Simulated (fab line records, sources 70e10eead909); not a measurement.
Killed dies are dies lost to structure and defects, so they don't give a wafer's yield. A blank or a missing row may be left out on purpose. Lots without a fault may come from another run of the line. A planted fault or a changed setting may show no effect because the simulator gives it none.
Which tool did it? | flow nand_harc | 11 lots, 33 wafers sampled, at 3 steps of a route of 1302

WHAT THE GAUGES READ, wafer by wafer
NHARC_A_SLIT_INSPECT_11.
lot  | measured     | on                | raw_defect_count
L825 | day 20 10:05 | defect_inspect-01 | 56 63 61
L826 | day 20 16:59 | defect_inspect-01 | 63 70 73
L829 | day 22 04:45 | defect_inspect-01 | 267 281 266 266 283 262
L833 | day 23 07:09 | defect_inspect-02 | 350 324 346 346 326 341
L838 | day 25 13:14 | defect_inspect-02 | 48 46 48
L841 | day 26 12:21 | defect_inspect-02 | 88 95 80
L840 | day 26 12:11 | defect_inspect-01 | 57 70 68
L843 | day 27 12:55 | defect_inspect-02 | 58 46 67
L844 | day 28 11:55 | defect_inspect-01 | 57 68 68
L846 | day 29 00:00 | defect_inspect-01 | 56 58 54
L847 | day 29 00:52 | defect_inspect-02 | 33 34 35

WHICH TOOL RAN EACH LOT (tool, then ch and the chambers of the sampled wafers, then the start)
lot  | NHARC_A_STAIRCASE_ETCHBACK_422     | NHARC_A_SLIT_DEP_00
L825 | rie_diel-01 ch 2,3, day 19 19:27   | acl_dep-02 ch 0, day 20 06:41
L826 | rie_diel-02 ch 0,1,3, day 20 03:18 | acl_dep-01 ch 0, day 20 12:26
L829 | rie_diel-10 ch 1,2,3, day 21 14:12 | acl_dep-02 ch 0, day 21 23:47
L833 | rie_diel-10 ch 0,1, day 22 15:22   | acl_dep-02 ch 0, day 23 03:55
L838 | rie_diel-10 ch 0,1,3, day 24 21:49 | acl_dep-03 ch 0, day 25 09:23
L841 | rie_diel-02 ch 1,2, day 25 20:45   | acl_dep-01 ch 0, day 26 07:39
L840 | rie_diel-01 ch 2,3, day 26 01:06   | acl_dep-03 ch 0, day 26 07:39
L843 | rie_diel-10 ch 0,1, day 26 22:56   | acl_dep-02 ch 0, day 27 08:10
L844 | rie_diel-10 ch 0,2,3, day 27 21:45 | acl_dep-02 ch 0, day 28 08:00
L846 | rie_diel-02 ch 0,1,2, day 28 05:58 | acl_dep-01 ch 0, day 28 20:08
L847 | rie_diel-10 ch 1,2,3, day 28 06:04 | acl_dep-02 ch 0, day 28 21:40
- NHARC_A_STAIRCASE_ETCHBACK_422: etches the open film in CH3F/O2, target depth 40 nm, time 74.286 s.
- NHARC_A_SLIT_DEP_00: deposits aC, target thk 6200 nm.

THE ANSWER, worked out from the rows above alone
Rule: what is usual is taken from the lots themselves. Put in order of their means at a reading, lots are off if they are a third of the lots or fewer, leave a main group of 4 or more, and stand apart from it by a gap of 3 or more times the standard deviation of the main group's means; of several such gaps the widest counts. A main group whose means are all the same, to the digits that the tables above print for the reading, isn't used. A lot without any number at a reading at which 4 lots or more have one is off too. The other lots that the step has rows for count as sound.
Off: L829, L833, at NHARC_A_SLIT_INSPECT_11 (raw_defect_count). The main group: mean 60, standard deviation 14.
A tool fits if, at a process step before that reading, it ran every lot that is off, and no sound lot after the first of them. The gauges at NHARC_A_SLIT_INSPECT_11 are tried like those tools. None of those tried fits.

WHAT THE SIMULATOR HAD PUT IN
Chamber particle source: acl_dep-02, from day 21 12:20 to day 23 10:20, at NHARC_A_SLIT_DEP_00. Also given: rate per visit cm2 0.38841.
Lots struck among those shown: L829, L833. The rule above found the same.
